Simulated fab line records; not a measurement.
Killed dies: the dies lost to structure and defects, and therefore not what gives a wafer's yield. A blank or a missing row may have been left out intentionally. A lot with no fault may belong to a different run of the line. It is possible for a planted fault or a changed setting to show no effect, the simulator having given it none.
Chamber matching / flow n5-finfet / N5_BEOL_M6_VIA_ETCH_34 on rie-diel-06 has 4 sister chambers
The step etches SiCOH lowk in C4F6/O2, target depth 126.3 nm, time 50.9 s. 22 wafers are shown with their chamber, then 11 later ones without.

## WAFERS WITH THEIR CHAMBER
wafer=L074.2; chamber=1; drypump-motor-current-A (A)=5.6; rf-vpp-V (V)=674; throttle-valve-pct (%)=21.0
wafer=L074.4; chamber=0; drypump-motor-current-A (A)=5.2; rf-vpp-V (V)=683; throttle-valve-pct (%)=20.1
wafer=L074.6; chamber=3; drypump-motor-current-A (A)=4.9; rf-vpp-V (V)=661; throttle-valve-pct (%)=20.9
wafer=L077.1; chamber=3; drypump-motor-current-A (A)=5.0; rf-vpp-V (V)=662; throttle-valve-pct (%)=20.9
wafer=L077.5; chamber=1; drypump-motor-current-A (A)=5.6; rf-vpp-V (V)=673; throttle-valve-pct (%)=21.0
wafer=L077.6; chamber=2; drypump-motor-current-A (A)=5.6; rf-vpp-V (V)=638; throttle-valve-pct (%)=20.4
wafer=L083.1; chamber=1; drypump-motor-current-A (A)=5.6; rf-vpp-V (V)=672; throttle-valve-pct (%)=21.0
wafer=L083.3; chamber=3; drypump-motor-current-A (A)=4.9; rf-vpp-V (V)=662; throttle-valve-pct (%)=20.9
wafer=L083.5; chamber=2; drypump-motor-current-A (A)=5.6; rf-vpp-V (V)=637; throttle-valve-pct (%)=20.4
wafer=L084.3; chamber=0; drypump-motor-current-A (A)=5.2; rf-vpp-V (V)=683; throttle-valve-pct (%)=20.2
wafer=L084.5; chamber=0; drypump-motor-current-A (A)=5.2; rf-vpp-V (V)=682; throttle-valve-pct (%)=20.2
wafer=L084.6; chamber=1; drypump-motor-current-A (A)=5.6; rf-vpp-V (V)=671; throttle-valve-pct (%)=21.0
wafer=L085.3; chamber=0; drypump-motor-current-A (A)=5.2; rf-vpp-V (V)=683; throttle-valve-pct (%)=20.2
wafer=L085.4; chamber=0; drypump-motor-current-A (A)=5.2; rf-vpp-V (V)=684; throttle-valve-pct (%)=20.2
wafer=L085.6; chamber=1; drypump-motor-current-A (A)=5.6; rf-vpp-V (V)=672; throttle-valve-pct (%)=21.1
wafer=L086.2; chamber=0; drypump-motor-current-A (A)=5.2; rf-vpp-V (V)=683; throttle-valve-pct (%)=20.2
wafer=L086.3; chamber=2; drypump-motor-current-A (A)=5.6; rf-vpp-V (V)=636; throttle-valve-pct (%)=20.5
wafer=L086.5; chamber=0; drypump-motor-current-A (A)=5.2; rf-vpp-V (V)=683; throttle-valve-pct (%)=20.2
wafer=L087.1; chamber=2; drypump-motor-current-A (A)=5.6; rf-vpp-V (V)=639; throttle-valve-pct (%)=20.4
wafer=L087.2; chamber=3; drypump-motor-current-A (A)=4.9; rf-vpp-V (V)=672; throttle-valve-pct (%)=20.6
wafer=L087.5; chamber=2; drypump-motor-current-A (A)=5.7; rf-vpp-V (V)=639; throttle-valve-pct (%)=20.4
wafer=L089.2; chamber=0; drypump-motor-current-A (A)=5.2; rf-vpp-V (V)=682; throttle-valve-pct (%)=20.2

SIGNATURES, as means of the wafers listed above
reading=drypump-motor-current-A; chamber 0=5.200; chamber 1=5.600; chamber 2=5.620; chamber 3=4.925; scatter within a chamber=0.0293
reading=rf-vpp-V; chamber 0=682.88; chamber 1=672.40; chamber 2=637.80; chamber 3=664.25; scatter within a chamber=2.3
reading=throttle-valve-pct; chamber 0=20.188; chamber 1=21.020; chamber 2=20.420; chamber 3=20.825; scatter within a chamber=0.0716
Rule: for each reading, subtract the chamber's mean from the wafer's reading, divide by that reading's scatter and square the result; add these up over the readings and take the root, which gives the wafer's distance from the chamber. If the next closest chamber is less than 2 further off than the closest, the wafer can't be placed; otherwise it belongs to the closest. How the scatter is found: for the shown wafers, subtract from each reading the mean of its chamber, square and add these, divide the total by (wafers less chambers), then take the root.

## WAFERS WITH NO CHAMBER GIVEN
wafer=L089.3; drypump-motor-current-A (A)=4.9; rf-vpp-V (V)=673; throttle-valve-pct (%)=20.6
wafer=L089.5; drypump-motor-current-A (A)=5.2; rf-vpp-V (V)=684; throttle-valve-pct (%)=20.2
wafer=L094.1; drypump-motor-current-A (A)=5.5; rf-vpp-V (V)=673; throttle-valve-pct (%)=21.1
wafer=L094.2; drypump-motor-current-A (A)=5.6; rf-vpp-V (V)=637; throttle-valve-pct (%)=20.5
wafer=L094.6; drypump-motor-current-A (A)=4.9; rf-vpp-V (V)=672; throttle-valve-pct (%)=20.6
wafer=L096.1; drypump-motor-current-A (A)=5.0; rf-vpp-V (V)=671; throttle-valve-pct (%)=20.6
wafer=L096.2; drypump-motor-current-A (A)=5.6; rf-vpp-V (V)=639; throttle-valve-pct (%)=20.5
wafer=L096.4; drypump-motor-current-A (A)=5.2; rf-vpp-V (V)=684; throttle-valve-pct (%)=20.2
wafer=L097.1; drypump-motor-current-A (A)=5.6; rf-vpp-V (V)=636; throttle-valve-pct (%)=20.5
wafer=L097.2; drypump-motor-current-A (A)=4.9; rf-vpp-V (V)=672; throttle-valve-pct (%)=20.6
wafer=L097.4; drypump-motor-current-A (A)=5.2; rf-vpp-V (V)=682; throttle-valve-pct (%)=20.2

## EACH ONE'S CHAMBER
wafer=L089.3; from the rows above=3; in truth=3
wafer=L089.5; from the rows above=0; in truth=0
wafer=L094.1; from the rows above=1; in truth=1
wafer=L094.2; from the rows above=2; in truth=2
wafer=L094.6; from the rows above=3; in truth=3
wafer=L096.1; from the rows above=3; in truth=3
wafer=L096.2; from the rows above=2; in truth=2
wafer=L096.4; from the rows above=0; in truth=0
wafer=L097.1; from the rows above=2; in truth=2
wafer=L097.2; from the rows above=3; in truth=3
wafer=L097.4; from the rows above=0; in truth=0
Correctly placed: 11 of 11. From these rows, 0 cannot be placed. Wrongly placed: 0.
